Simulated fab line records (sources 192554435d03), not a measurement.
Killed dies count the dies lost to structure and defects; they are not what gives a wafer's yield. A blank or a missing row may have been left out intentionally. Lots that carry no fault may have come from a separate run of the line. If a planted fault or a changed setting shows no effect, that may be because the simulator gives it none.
Matching of chambers + flow n5_finfet + rie_diel-01 running N5_BEOL_M12_ETCH_68: 4 sister chambers
The step etches SOC in N2/H2, time 285 s. 4 wafers are shown with their chamber, then 6 later ones without.

WAFERS PAIRED WITH THEIR CHAMBERS
| wafer  | chamber | showerhead_plenum_p_Torr (Torr) |
|--------|---------|---------------------------------|
| L504.4 | 0       | 2.68                            |
| L505.2 | 2       | 2.60                            |
| L505.4 | 3       | 2.47                            |
| L505.5 | 1       | 2.62                            |

WAFERS WITH NO CHAMBER GIVEN
| wafer  | showerhead_plenum_p_Torr (Torr) |
|--------|---------------------------------|
| L506.2 | 2.68                            |
| L506.4 | 2.60                            |
| L506.6 | 2.60                            |
| L508.1 | 2.62                            |
| L508.3 | 2.46                            |
| L508.6 | 2.62                            |

WHICH CHAMBER EACH WENT THROUGH
| wafer  | from the rows above | in truth |
|--------|---------------------|----------|
| L506.2 | 0                   | 0        |
| L506.4 | 2                   | 2        |
| L506.6 | 2                   | 2        |
| L508.1 | 1                   | 1        |
| L508.3 | 3                   | 3        |
| L508.6 | 1                   | 1        |
Placed correctly: 6 of 6. Left unplaced by these rows: 0. 0 placed wrongly.
How it was worked out, from the rows above alone: a wafer's distance from a chamber is the root of the sum, over the readings, of the square of ((its reading less the chamber's mean) divided by the reading's scatter). If the next closest chamber is less than 2 further off than the closest, the wafer can't be placed; otherwise it belongs to the closest. A chamber's mean is the mean of its shown wafers. The scatter (one wafer shown for each chamber): square how far every hidden wafer sits from the nearest shown wafer, average those squares and take the square root.
